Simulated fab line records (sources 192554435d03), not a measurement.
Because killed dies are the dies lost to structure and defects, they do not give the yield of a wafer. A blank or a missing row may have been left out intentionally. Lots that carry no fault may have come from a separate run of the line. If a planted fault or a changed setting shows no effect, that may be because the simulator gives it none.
Chamber matching :: flow n5_finfet :: rie_diel-03 running N5_BEOL_M4_STRIP_36: 4 sister chambers
The step strips in N2/H2. 4 wafers are shown with their chamber, then 11 later ones without.

WAFERS PAIRED WITH THEIR CHAMBERS
wafer: L091.1
chamber: 2
drypump_motor_current_A (A): 5.3

wafer: L090.2
chamber: 0
drypump_motor_current_A (A): 5.8

wafer: L090.5
chamber: 3
drypump_motor_current_A (A): 5.5

wafer: L092.1
chamber: 1
drypump_motor_current_A (A): 6.4

WAFERS WHOSE CHAMBER IS MISSING
wafer: L092.4
drypump_motor_current_A (A): 5.3

wafer: L092.6
drypump_motor_current_A (A): 5.5

wafer: L093.1
drypump_motor_current_A (A): 5.8

wafer: L093.3
drypump_motor_current_A (A): 5.3

wafer: L093.4
drypump_motor_current_A (A): 6.3

wafer: L094.2
drypump_motor_current_A (A): 5.5

wafer: L094.3
drypump_motor_current_A (A): 6.4

wafer: L094.5
drypump_motor_current_A (A): 5.8

wafer: L095.4
drypump_motor_current_A (A): 5.4

wafer: L095.5
drypump_motor_current_A (A): 5.8

wafer: L095.6
drypump_motor_current_A (A): 5.5

WHICH CHAMBER EACH ONE RAN IN
wafer: L092.4
from the rows above: 2
in truth: 2

wafer: L092.6
from the rows above: 3
in truth: 3

wafer: L093.1
from the rows above: 0
in truth: 0

wafer: L093.3
from the rows above: 2
in truth: 2

wafer: L093.4
from the rows above: 1
in truth: 1

wafer: L094.2
from the rows above: 3
in truth: 3

wafer: L094.3
from the rows above: 1
in truth: 1

wafer: L094.5
from the rows above: 0
in truth: 0

wafer: L095.4
from the rows above: can't be placed: 3 or 2
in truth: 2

wafer: L095.5
from the rows above: 0
in truth: 0

wafer: L095.6
from the rows above: 3
in truth: 3
10 of 11 placed correctly. These rows do not allow placing 1 (true chamber among the candidates in 1). Wrongly placed: 0.
How it was worked out, from the rows above alone: a wafer's distance from a chamber is the root of the sum, over the readings, of the square of ((its reading less the chamber's mean) divided by the reading's scatter). If the next closest chamber is less than 2 further off than the closest, the wafer can't be placed; otherwise it belongs to the closest. A chamber's mean is the mean of its shown wafers. The scatter: with one shown wafer a chamber, the root of the mean of the squares of how far each hidden wafer lies from its nearest shown one.
